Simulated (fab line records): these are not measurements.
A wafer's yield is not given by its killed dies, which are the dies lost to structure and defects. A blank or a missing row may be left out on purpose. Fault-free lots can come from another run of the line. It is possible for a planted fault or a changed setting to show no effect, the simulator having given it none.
Problem report, 8D (eight disciplines) form, completed by code	flow n5_finfet	the parts of the form that need people (team, actions taken, sign-off) are left out

== 1. WHAT WENT WRONG ==
Wafers without a fault read 400.03 C, standard deviation 0.24; susceptor_temp_C at N5_HKMG_FIN_PWFM_ALD_03 reads a mean of 418.13 C on 6 wafers belonging to 2 lots. That is +75 standard deviations from the usual mean.
The step: deposits TiN, target thk 2 nm, pulse time 1 s, purge time 3 s.
First seen on wafer L479.3, day 5 21:19, on ald_metal-04. The record has a number at this step for 27 wafers belonging to 9 lots. The rule behind "out" and "out of limits": a value lying over 4 standard deviations away from the usual mean. The other wafers with a number count as sound.

== 2. WHAT IT IS AND WHAT IT IS NOT ==
question	is	is not
which readings at this step	susceptor_temp_C	precursor_pulse_height_rel
which lots	L479, L480	L472, L476, L486, L489, L492, L493, L495
which wafers of those lots	all that have a number	-
read on which tools	ald_metal-04	ald_metal-02, ald_metal-03
when	from day 5 21:19	up to then (6 sound wafers); but 15 sound wafers of L486, L489, L492, L493, L495 came after

== 3. WHAT RULES OUT EACH SUSPECT ==
Counting: a tool stays on the suspect list if, at a process step up to the reading, it processed all lots that are out and no sound lot following the first of them.
- ald_metal-04 at N5_HKMG_FIN_PWFM_ALD_03 (deposits TiN, target thk 2 nm, pulse time 1 s, purge time 3 s): kept. All lots that are out passed through it, beginning with L479 at day 5 21:19, and no sound lot followed; its final sound lot before that point was L476 at day 5 04:53. On those wafers its own readings are out: susceptor_temp_C.
Remaining after the count: ald_metal-04 at N5_HKMG_FIN_PWFM_ALD_03.

== 4. THE CAUSE (what the simulator had put in) ==
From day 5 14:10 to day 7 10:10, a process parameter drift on ald_metal-04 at N5_HKMG_FIN_PWFM_ALD_03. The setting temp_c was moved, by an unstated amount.
This tool alone remained once counting was done.

== 5. THE EFFECT CHAIN, in route order ==
Each row: a reading where the mean over the struck wafers with a number is more than 3 standard deviations away from the usual. Readings are gone through only where the record gives a usual standard deviation; hours: the median, over the lots, of the time from a lot's start at the first step in this table giving one to that lot's start at this step; sigmas: the change measured in usual standard deviations.
hours	step	reading	usual	on struck wafers	change	sigmas
0	N5_HKMG_FIN_PWFM_ALD_03	susceptor_temp_C	400.03 C	418.13	+18.10	+75
Process steps it contains:
- N5_HKMG_FIN_PWFM_ALD_03: deposits TiN, target thk 2 nm, pulse time 1 s, purge time 3 s.
At these later measuring or inspecting steps, every struck wafer for which the step has a row has a number for every such reading, and none has moved that far: N5_BEOL_M4_RC_MEAS_101.

== 6. HOW IT WOULD HAVE BEEN CAUGHT EARLIER ==
In this record the first reading out of limits was taken at day 5 21:19, 7 hours after the fault began at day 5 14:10.
